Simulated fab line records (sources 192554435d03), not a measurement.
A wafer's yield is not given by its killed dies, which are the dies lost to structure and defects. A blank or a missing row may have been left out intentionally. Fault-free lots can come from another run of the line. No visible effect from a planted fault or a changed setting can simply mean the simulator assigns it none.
fab line records -- flow n5-finfet
[record] lots = 7, wafers = 18, last-day = 17
route steps=1938 shown PASSIVATION@1898
lots that met no fault: from a run of the same line without faults
start-h: the number of hours between the record's first day and the start of the first shown wafer of the lot -- wait-h: hours from the lot's prior step to this one -- " same as the row above -- L1.1+2: a single row standing in for several wafers -- - no value, or no start given -- * or withheld: withheld -- < > ~ a bound
route shown NAME@n: names a module that has steps shown in the file, with the first one's number in the route -- usual: average and standard deviation across the fault-free wafers -- same: alike in all rows -- chamber/n: place in a boat -- sites: readings site by site -- _std_site: how widely they spread, as a standard deviation -- _edge_site: inner sites' mean taken away from outer sites' mean -- radius-mm: for every site, how far away it sits from the centre of the wafer -- mask NAME#n: copy n -- behind: the tool/chamber that last shaped the wafer -- hold: what put the lot on hold/how long, in hours/how the hold closed -- device: names the non-switching transistor (n, p or np) -- end of line: the route-end tests of the same wafers -- a step without rows: its recipe alone -- killed: at the first sort, the dies lost to defects and structure; wafer yield is something else -- map: per-die view of a wafer (x killed, . not killed, _ where there is no die)
set.NAME: the setting as run; set.NAME@STEP: as run at that earlier step -- model.NAME: the simulator's own value behind a step, which no gauge read
lots at some steps of the route; a table a step, a row a wafer
services: from which hour (start-h, from the record's first day; less than 0 if before it) a tool's chamber was out of use, for how many hours, and why
[[steps]]
[step N5_PASSIVATION_COAT_24]
[recipe] spin-rpm = 3000, resist-thk-nm = withheld
[step N5_PASSIVATION_EBR_26]
[recipe] solvent = PGMEA, ebr-width-mm = 1.5
[step N5_PASSIVATION_SOFTBAKE_25]
[recipe] temp-c = 100, time-s = 90
[step N5_PASSIVATION_EXPOSE_27]
[recipe] mask-id = PAD, na = 0.55, source-shape = conventional, sigma-outer = 0.8, polarization = unpolarized, defocus-nm = 0, dose-mj = 32.3
[step N5_PASSIVATION_PEB_28]
[recipe] peb-temp-c = withheld, peb-time-s = *
[step N5_PASSIVATION_DEVELOP_29]
[recipe] develop-time-s = 60, rinse-liquid = diw, dry = air-spin, dev-temp-c = 21
[step N5_PASSIVATION_HARDBAKE_31]
[recipe] temp-c = 130, time-s = 120
[step N5_PASSIVATION_CD_MEAS_30]
[recipe] target-cd-nm = 4000, landing-energy-ev = 500, detector = se-inlens, polarity = opening
[usual] cd-nm = 4000.3/1.9
[same] landing-energy-ev = 500
lot.wafer,tool,chamber,start-h,wait-h,cd-nm
L225.4,cd-sem-03,0,301.33,-,4002.8
L225.5,cd-sem-03,0,301.33,-,4001.6
L225.6,cd-sem-03,0,301.33,-,3999.7
L224.1,cd-sem-02,0,301.49,-,4001.2
L224.3,cd-sem-02,0,301.49,-,4003.7
L224.4,cd-sem-02,0,301.49,-,3999.1
L231.4,cd-sem-03,0,347.05,-,4000.6
L231.6,cd-sem-03,0,347.05,-,3998.8
L233.3,cd-sem-03,0,348.09,-,4000.3
L233.4,cd-sem-03,0,348.09,-,3996.9
L232.3,cd-sem-01,0,349.96,-,3998.2
L232.4,cd-sem-01,0,349.96,-,3999.3
L239.1,cd-sem-02,0,389.86,-,3999.4
L239.3,cd-sem-02,0,389.86,-,3999.2
L239.6,cd-sem-02,0,389.86,-,3999.5
L240.2,cd-sem-02,0,402.09,-,4001.0
L240.4,cd-sem-02,0,402.09,-,4004.4
L240.6,cd-sem-02,0,402.09,-,4001.1
[step N5_PASSIVATION_OVL_MEAS_63]
[recipe] points-per-wafer = 44
[usual] PAD_OVL = 1/4.8
lot.wafer,tool,chamber,start-h,wait-h,PAD_OVL[nm]
L225.4,overlay-02,0,301.36,0.0,6
L225.5,overlay-02,0,301.36,0.0,6
L225.6,overlay-02,0,301.36,0.0,-2
L224.1,overlay-01,0,301.52,0.0,1
L224.3,overlay-01,0,301.52,0.0,1
L224.4,overlay-01,0,301.52,0.0,-1
L231.4,overlay-02,0,347.08,0.0,5
L231.6,overlay-02,0,347.08,0.0,3
L233.3,overlay-01,0,348.11,0.0,8
L233.4,overlay-01,0,348.11,0.0,-1
L232.3,overlay-02,0,349.99,0.0,7
L232.4,overlay-02,0,349.99,0.0,5
L239.1,overlay-02,0,389.89,0.0,0
L239.3,overlay-02,0,389.89,0.0,3
L239.6,overlay-02,0,389.89,0.0,-3
L240.2,overlay-02,0,402.12,0.0,0
L240.4,overlay-02,0,402.12,0.0,-1
L240.6,overlay-02,0,402.12,0.0,-1
[step N5_PASSIVATION_INSPECT_64]
[recipe] mode = adi, inspect-instrument = macro
[usual] raw-defect-count = 2.0/1.3
lot.wafer,tool,chamber,start-h,wait-h,raw-defect-count
L225.4,defect-inspect-02,-,301.39,0.0,0
L225.5,defect-inspect-02,-,301.39,0.0,2
L225.6,defect-inspect-02,-,301.39,0.0,5
L224.1,defect-inspect-01,-,301.54,0.0,4
L224.3,defect-inspect-01,-,301.54,0.0,1
L224.4,defect-inspect-01,-,301.54,0.0,5
L231.4,defect-inspect-02,-,347.10,0.0,1
L231.6,defect-inspect-02,-,347.10,0.0,1
L233.3,defect-inspect-02,-,348.14,0.0,1
L233.4,defect-inspect-02,-,348.14,0.0,1
L232.3,defect-inspect-01,-,350.02,0.0,2
L232.4,defect-inspect-01,-,350.02,0.0,2
L239.1,defect-inspect-02,-,389.92,0.0,4
L239.3,defect-inspect-02,-,389.92,0.0,3
L239.6,defect-inspect-02,-,389.92,0.0,3
L240.2,defect-inspect-02,-,402.15,0.0,3
L240.4,defect-inspect-02,-,402.15,0.0,3
L240.6,defect-inspect-02,-,402.15,0.0,2
[step N5_PASSIVATION_DESCUM_32]
[recipe] chemistry = O2, time-s = 7.9, source-power-w = 50, bias-power-w = 20, pressure-mtorr = 20, rf-frequency-hz = 2.712e+07, temp-c = 40, o2-flow-sccm = 225
[usual] drypump-motor-current-A = 5.8/0.45, oes-product-au = 0.78/0.1, rf-vpp-V = 243.3/1.1, showerhead-plenum-p-Torr = 2.10/0.043, throttle-valve-pct = 20.5/0.34
lot.wafer,tool,chamber,start-h,wait-h,drypump-motor-current-A,oes-product-au,rf-hours-counter-h,rf-vpp-V,showerhead-plenum-p-Torr,throttle-valve-pct
L225.4,rie-diel-02,0,301.43,0.0,6.5,0.81,102,244.7,2.18,20.4
L225.5,rie-diel-02,2,301.43,0.0,5.1,0.69,-,243.2,2.08,21.0
L225.6,rie-diel-02,3,301.43,0.0,5.9,0.73,-,243.4,2.09,20.8
L224.1,rie-diel-06,2,301.58,0.0,5.5,0.73,163,243.2,2.08,20.3
L224.3,rie-diel-06,1,301.58,0.0,5.7,0.66,249,243.5,2.16,20.7
L224.4,rie-diel-06,0,301.58,0.0,6.4,0.67,244,241.5,2.07,20.9
L231.4,rie-diel-02,0,347.27,0.2,6.5,0.79,113,245.5,2.18,20.4
L231.6,rie-diel-02,2,347.27,0.2,5.1,0.67,-,243.7,2.08,21.1
L233.3,rie-diel-02,1,348.17,0.0,6.3,0.90,29,243.5,2.04,19.8
L233.4,rie-diel-02,2,348.17,0.0,5.1,0.67,245,243.0,2.08,21.0
L232.3,rie-diel-06,1,350.77,0.7,5.7,0.95,10,244.7,2.15,20.3
L232.4,rie-diel-06,2,350.77,0.7,5.5,0.72,186,242.9,2.07,20.4
L239.1,rie-diel-02,3,389.95,0.0,5.9,0.70,200,243.9,2.08,20.9
L239.3,rie-diel-02,2,389.95,0.0,5.1,1.03,0,242.7,2.07,20.6
L239.6,rie-diel-02,1,389.95,0.0,6.3,0.88,-,242.1,2.03,19.8
L240.2,rie-diel-02,0,402.36,0.2,6.5,0.77,136,245.1,2.17,20.5
L240.4,rie-diel-02,1,402.36,0.2,6.3,0.87,50,242.9,2.03,19.8
L240.6,rie-diel-02,1,402.36,0.2,6.3,0.87,-,241.0,2.03,19.8
[step N5_PASSIVATION_AL_ETCH_33]
[recipe] chemistry = Cl2/BCl3, target-depth-a = 28000, over-etch-frac = 0.15, Cl2_flow_sccm = 180, bcl3-flow-sccm = 60, target = Al, stop-on = TaN, time-s = 466.7, ion-energy-ev = 100, pressure-mtorr = 10, icp-w = 900, bias-w = 100
[usual] drypump-motor-current-A = 6.0/0.41, oes-product-au = 0.70/0.032, throttle-valve-pct = 34.36/0.2
lot.wafer,tool,chamber,start-h,wait-h,drypump-motor-current-A,oes-product-au,rf-hours-counter-h,throttle-valve-pct
L225.4,rie-metal-01,1,301.66,0.2,5.8,0.68,-,34.42
L225.5,rie-metal-01,0,301.66,0.2,5.8,0.69,-,34.34
L225.6,rie-metal-01,1,301.66,0.2,5.8,0.67,-,34.43
L224.1,rie-metal-03,1,301.66,0.1,6.1,0.77,15,34.77
L224.3,rie-metal-03,1,301.66,0.1,6.1,0.77,-,34.78
L224.4,rie-metal-03,0,301.66,0.1,6.5,0.71,-,34.25
L231.4,rie-metal-01,1,347.49,0.2,5.8,0.68,-,34.39
L231.6,rie-metal-01,1,347.49,0.2,5.8,0.67,-,34.40
L233.3,rie-metal-01,1,348.39,0.2,5.8,0.69,-,34.35
L233.4,rie-metal-01,0,348.39,0.2,5.8,0.69,-,34.29
L232.3,rie-metal-01,0,350.99,0.2,5.8,0.68,-,34.29
L232.4,rie-metal-01,1,350.99,0.2,5.8,0.67,-,34.40
L239.1,rie-metal-03,1,390.04,0.1,6.1,0.73,22,34.83
L239.3,rie-metal-03,1,390.04,0.1,6.1,0.74,-,34.80
L239.6,rie-metal-03,1,390.04,0.1,6.1,0.74,-,34.82
L240.2,rie-metal-02,1,402.45,0.1,5.2,0.70,46,34.38
L240.4,rie-metal-02,0,402.45,0.1,6.3,0.66,-,34.13
L240.6,rie-metal-02,0,402.45,0.1,6.3,0.66,-,34.14
[step N5_PASSIVATION_ETCH_59]
[recipe] chemistry = Cl2/BCl3, target = TaN, target-depth-a = 650, time-s = 34.9, ion-energy-ev = 100, pressure-mtorr = 10, icp-w = 900, bias-w = 100, Cl2_flow_sccm = 60, bcl3-flow-sccm = 30
[usual] drypump-motor-current-A = 6.0/0.41, oes-product-au = 0.78/0.036, throttle-valve-pct = 21.14/0.16
lot.wafer,tool,chamber,start-h,wait-h,drypump-motor-current-A,oes-product-au,rf-hours-counter-h,throttle-valve-pct,model.etch.depth-nm
L225.4,rie-metal-01,1,301.96,0.2,5.8,0.76,-,21.14,65.17
L225.5,rie-metal-01,0,301.96,0.2,5.8,0.77,-,21.05,65.58
L225.6,rie-metal-01,1,301.96,0.2,5.8,0.76,-,21.13,64.99
L224.1,rie-metal-03,1,302.07,0.3,6.1,0.84,15,21.52,64.72
L224.3,rie-metal-03,1,302.07,0.3,6.2,0.85,-,21.51,65.55
L224.4,rie-metal-03,0,302.07,0.3,6.5,0.79,-,21.09,65.12
L231.4,rie-metal-01,1,347.79,0.2,5.8,0.76,-,21.12,65.76
L231.6,rie-metal-01,1,347.79,0.2,5.8,1.01,-,20.49,96.78
L233.3,rie-metal-01,1,348.69,0.2,5.8,0.99,-,20.53,94.74
L233.4,rie-metal-01,0,348.69,0.2,5.8,0.76,-,21.07,65.15
L232.3,rie-metal-01,0,351.28,0.2,5.8,1.01,-,20.45,95.09
L232.4,rie-metal-01,1,351.28,0.2,5.8,0.75,-,21.13,64.84
L239.1,rie-metal-03,1,390.44,0.3,6.2,0.81,23,21.51,65.18
L239.3,rie-metal-03,1,390.44,0.3,6.2,0.82,-,21.51,65.07
L239.6,rie-metal-03,1,390.44,0.3,6.2,0.81,-,21.53,64.67
L240.2,rie-metal-02,1,402.85,0.3,5.2,0.79,46,21.12,66.39
L240.4,rie-metal-02,0,402.85,0.3,6.3,0.72,-,21.00,64.15
L240.6,rie-metal-02,0,402.85,0.3,6.4,0.71,-,21.00,64.01
[step N5_PASSIVATION_STRIP_34]
[recipe] chemistry = O2, power-w = 600, temp-c = 60, pressure-mtorr = 30, rf-frequency-hz = 6e+07, bias-power-w = 0, overash-fraction = 2, o2-flow-sccm = 225
[usual] drypump-motor-current-A = 5.8/0.51, oes-product-au = 0.79/0.089, rf-vpp-V = 3.6/1.4, showerhead-plenum-p-Torr = 2.12/0.052, throttle-valve-pct = 16.8/0.33
lot.wafer,tool,chamber,start-h,wait-h,drypump-motor-current-A,oes-product-au,rf-hours-counter-h,rf-vpp-V,showerhead-plenum-p-Torr,throttle-valve-pct
L225.4,rie-diel-02,1,302.04,0.1,6.3,0.96,12,5.7,2.04,16.1
L225.5,rie-diel-02,3,302.04,0.1,5.8,0.72,-,4.8,2.09,17.1
L225.6,rie-diel-02,2,302.04,0.1,5.1,0.68,-,0.7,2.09,17.3
L224.1,rie-diel-02,1,302.19,0.1,6.2,0.94,12,4.9,2.04,16.0
L224.3,rie-diel-02,3,302.19,0.1,5.9,0.72,164,3.0,2.09,17.0
L224.4,rie-diel-02,0,302.19,0.1,6.5,0.80,102,1.7,2.19,16.7
L231.4,rie-diel-05,1,347.90,0.1,6.2,0.78,148,2.1,2.11,16.9
L231.6,rie-diel-05,3,347.90,0.1,5.4,0.76,-,1.8,2.21,16.7
L233.3,rie-diel-02,0,348.78,0.1,6.5,0.79,114,3.5,2.18,16.7
L233.4,rie-diel-02,3,348.78,0.1,5.9,0.72,182,4.3,2.09,17.1
L232.3,rie-diel-06,1,351.37,0.1,5.7,0.94,10,3.4,2.16,16.5
L232.4,rie-diel-06,0,351.37,0.1,6.4,0.97,2,6.5,2.07,16.6
L239.1,rie-diel-06,2,390.56,0.1,5.5,0.72,198,3.8,2.07,16.7
L239.3,rie-diel-06,1,390.56,0.1,5.7,0.90,23,5.7,2.15,16.6
L239.6,rie-diel-06,1,390.56,0.1,5.7,0.91,-,2.4,2.15,16.6
L240.2,rie-diel-02,1,402.97,0.1,6.2,0.87,50,1.5,2.03,16.1
L240.4,rie-diel-02,0,402.97,0.1,6.6,0.77,136,3.5,2.17,16.7
L240.6,rie-diel-02,0,402.97,0.1,6.6,0.80,-,2.1,2.18,16.7
[step N5_PASSIVATION_PROBE_49]
[usual] defect-limited-yield = 90.9/1.5, killed_at_M0_to_M3 = 36/9.9, killed_at_M4_up = 13/4.5, killed-at-contacts = 13/6.4, killed-at-front-end = 42/12, killed-at-other = 3.4/3, killed-dies = 107/18, killed-open = 69/13, killed-short = 35/8.2, sort_bin_5_function = 5.3/1.1, sort_bin_6_memory = 3.4/0.69, sort-n-pass = 1073/18, sort-yield-pct = 90.9/1.5
[same] gross-dies = 1180, killed-at-back-side = 0, sort_bin_4_leakage[%] = 0, sort_bin_8_speed[%] = 0
lot.wafer,tool,chamber,start-h,wait-h,defect-limited-yield[%],killed_at_M0_to_M3,killed_at_M4_up,killed-at-contacts,killed-at-front-end,killed-at-other,killed-dies,killed-open,killed-short,sort_bin_5_function[%],sort_bin_6_memory[%],sort-n-pass,sort-yield-pct[%]
L233.3,prober-01,-,354.11,0.1,90.0,34,5,26,47,6,118,79,39,6.4,3.3,1062,90.0
// killed by level:class
L233.3 MOL_CONTACT_COAG:geometric-particle:open=22 FIN_SAQP:geometric-particle:open=15 FIN_SAQP:geometric-particle:short=14 STI_FIN_REVEAL:geometric-particle:open=10 BEOL_M2:geometric-particle:open=9 BEOL_M0_SAQP:geometric-particle:short=9 BEOL_M1:geometric-particle:open=6 BEOL_M4:geometric-particle:open=4
[[services]]
tool,chamber,start-h,hours,kind
rie-diel-06,0,289.58,6.3,repair
rie-metal-02,-,293.03,1.4,pm
rie-diel-05,3,300.97,6.5,repair
rie-diel-06,1,305.30,-,clean
rie-diel-06,1,305.30,-,consumable-replace:focus-ring
rie-diel-06,1,305.30,21.1,scheduled-down
rie-diel-06,1,305.30,21.1,vent-cycle
rie-diel-02,0,313.14,13.1,repair
rie-diel-06,0,326.61,-,clean
rie-diel-06,0,326.61,-,consumable-replace:focus-ring
rie-diel-06,0,326.61,19.2,scheduled-down
rie-diel-06,0,326.61,19.2,vent-cycle
rie-diel-05,2,352.60,-,clean
rie-diel-05,2,352.60,-,consumable-replace:focus-ring
rie-diel-05,2,352.60,25.6,scheduled-down
rie-diel-05,2,352.60,25.6,vent-cycle
rie-diel-02,2,364.55,-,clean
rie-diel-02,2,364.55,-,consumable-replace:focus-ring
rie-diel-02,2,364.55,25.3,scheduled-down
rie-diel-02,2,364.55,25.3,vent-cycle
rie-diel-05,1,399.02,4.6,repair
[[key]]
[first-sign] step = N5_PASSIVATION_ETCH_59, reading = oes-product-au, direction = up, sigmas = 6.3, usual = 0.78, struck = 1.01
[effect] step = N5_PASSIVATION_ETCH_59, reading = throttle-valve-pct, direction = down, sigmas = 4, usual = *, struck = *
[model-effect] step = N5_PASSIVATION_ETCH_59, value = etch.depth-nm, without = 65.91, struck = 95.53
met-at N5_PASSIVATION_ETCH_59
struck-wafers L231.6,L232.3,L233.3
onset-between 301.96 347.79
[fault] kind = process-parameter-drift, tool = rie-metal-01, chamber = -, onset-h = 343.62, steps = N5_PASSIVATION_ETCH_59, channel = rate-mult, offset = 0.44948, shape = step, end-h = 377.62, scope = struck-wafers-only
